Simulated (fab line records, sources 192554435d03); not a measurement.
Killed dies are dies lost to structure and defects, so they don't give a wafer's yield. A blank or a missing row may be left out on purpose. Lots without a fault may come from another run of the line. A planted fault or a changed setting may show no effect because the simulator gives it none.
Split-lot experiment | flow n5_finfet | 7 lots, 30 wafers read, on a route of 1938 steps

THE SPLIT
At N5_BEOL_M9_ETCH_62 (etches SOC in N2/H2, target depth 110 nm, overetch 22 nm, time 165 s), the setting time_s was moved away from the recipe's 165 s on 6 of the 30 wafers read, by +37.4% to +39.4%. The other wafers ran this setting at the recipe's value.

FROM THE SPLIT TO THE READING: what the file shows between them, 4 steps
- N5_BEOL_M9_STRIP_68: strips in N2/H2
- N5_BEOL_M9_STRIP_67: strips in CF4
- N5_BEOL_M9_HM_OPEN_17: chemistry Cl2/BCl3, target TiN, target depth 20 nm, overetch 6 nm
- N5_BEOL_M9_STRIP_19: strips in O2

THE READING
cd_nm, in nm, at N5_BEOL_M9_CD_MEAS_18 (pitch 140 nm, target cd 70 nm). Fault-free wafers of this fab line usually give 69.9 nm, standard deviation 0.45 nm.

wafer  | tool, chamber at the split | time_s as run, s | against the recipe | cd_nm, nm | against lot-mates on the recipe
L074.1 | rie_diel-05, 0             | 165              | recipe             | 70.0      | -
L074.2 | rie_diel-05, 2             | 165              | recipe             | 69.7      | -
L074.3 | rie_diel-05, 3             | 165              | recipe             | 69.7      | -
L080.1 | rie_diel-03, 1             | 165              | recipe             | 69.8      | -
L080.2 | rie_diel-03, 2             | 165              | recipe             | 70.4      | -
L080.3 | rie_diel-03, 3             | 165              | recipe             | 69.8      | -
L084.1 | rie_diel-03, 2             | 165              | recipe             | 70.7      | -
L084.3 | rie_diel-03, 1             | 165              | recipe             | 70.4      | -
L084.5 | rie_diel-03, 1             | 165              | recipe             | 70.3      | -
L086.1 | rie_diel-03, 2             | 165              | recipe             | 69.9      | -
L086.2 | rie_diel-03, 1             | 165              | recipe             | 70.6      | -
L086.3 | rie_diel-03, 3             | 165              | recipe             | 70.1      | -
L086.4 | rie_diel-03, 1             | 165              | recipe             | 69.7      | -
L086.5 | rie_diel-03, 3             | 165              | recipe             | 70.7      | -
L086.6 | rie_diel-03, 2             | 165              | recipe             | 69.9      | -
L085.1 | rie_diel-03, 2             | 230              | +39.4%             | 71.9      | +1.5
L085.2 | rie_diel-03, 1             | 165              | recipe             | 70.4      | -
L085.3 | rie_diel-03, 3             | 165              | recipe             | 70.3      | -
L085.4 | rie_diel-03, 2             | 230              | +39.4%             | 71.9      | +1.5
L085.5 | rie_diel-03, 3             | 230              | +39.4%             | 72.1      | +1.7
L085.6 | rie_diel-03, 1             | 165              | recipe             | 70.4      | -
L088.1 | rie_diel-05, 3             | 165              | recipe             | 69.4      | -
L088.2 | rie_diel-05, 2             | 165              | recipe             | 69.9      | -
L088.3 | rie_diel-05, 0             | 226.7            | +37.4%             | 71.3      | +1.5
L088.4 | rie_diel-05, 1             | 226.7            | +37.4%             | 71.4      | +1.6
L088.5 | rie_diel-05, 2             | 226.7            | +37.4%             | 71.0      | +1.2
L088.6 | rie_diel-05, 1             | 165              | recipe             | 70.2      | -
L097.1 | rie_diel-05, 0             | 165              | recipe             | 69.6      | -
L097.2 | rie_diel-05, 2             | 165              | recipe             | 70.4      | -
L097.3 | rie_diel-05, 3             | 165              | recipe             | 70.3      | -

THE FIT
A straight line over all 30 wafers: cd_nm changes by +0.0391 nm for each +1% of time_s; r = +0.86; the points scatter about the line by 0.37 nm.
The same after taking each lot's own level away (the mean of its wafers on the recipe; 30 wafers): +0.0391 nm for each +1%; r = +0.92; scatter 0.27 nm.
On that fit, the largest move of time_s shifts the reading by 1.5 nm.
The lots' own levels span 69.80 to 70.47 nm, that is 1.5 times the standard deviation above.
So the lot-to-lot level changes the slope little: the two slopes agree.
Check: with one of the wafers moved furthest among these (+39.4%) left out of the fit, the line predicts +1.54 nm for it against its lot-mates. It came out at +1.53 nm against them.

OTHER SPLITS ON THESE WAFERS
These wafers also went through other splits before the reading. Each is held against what the fit with the lots' levels taken away leaves over:
other split on the same wafers                 | wafers away from the commonest value | r with cd_nm (lot level and that fit taken away)
N5_MOL_CONTACT_COAG_VIA_ETCH_46 target_depth_a | 9                                    | -0.01
N5_BEOL_M1_ILD_DEP_00 target_thk_a             | 12                                   | +0.18
N5_BEOL_M6_PECVD_70 time_s                     | 9                                    | -0.03
N5_BEOL_M8_ETCH_66 target_depth_a              | 14                                   | -0.10

THE WHOLE CHAIN: every reading that the file lists as answering this split, in the file's order
step                  | what it does                                                         | reading                                                                          | change (the file's fit)                                                              | r (the file's)
N5_BEOL_M9_ETCH_62    | etches SOC in N2/H2, target depth 110 nm, overetch 22 nm, time 165 s | etch.depth_nm (the simulator's own value, which no gauge read)                   | not straight: 60.34 at the lowest setting, 99.82 at the recipe, 99.68 at the highest | not given
N5_BEOL_M9_ETCH_62    | etches SOC in N2/H2, target depth 110 nm, overetch 22 nm, time 165 s | SiARC_of_BEOL_M9_COAT_60.thk_nm (the simulator's own value, which no gauge read) | -0.0655 nm for each +1% of the setting                                               | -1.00
N5_BEOL_M9_ETCH_62    | etches SOC in N2/H2, target depth 110 nm, overetch 22 nm, time 165 s | BEOL_M9.cd_offset_nm (the simulator's own value, which no gauge read)            | +0.0359 nm for each +1% of the setting                                               | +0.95
N5_BEOL_M9_HM_OPEN_17 | chemistry Cl2/BCl3, target TiN, target depth 20 nm, overetch 6 nm    | BEOL_M9.cd_offset_nm (the simulator's own value, which no gauge read)            | +0.0355 nm for each +1% of the setting                                               | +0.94
N5_BEOL_M9_CD_MEAS_18 | pitch 140 nm, target cd 70 nm                                        | cd_nm                                                                            | +0.0391 nm for each +1% of the setting                                               | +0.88

THE FILE'S OWN FIT
cd_nm changes by +0.0391 nm for each +1% of time_s, r = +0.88.
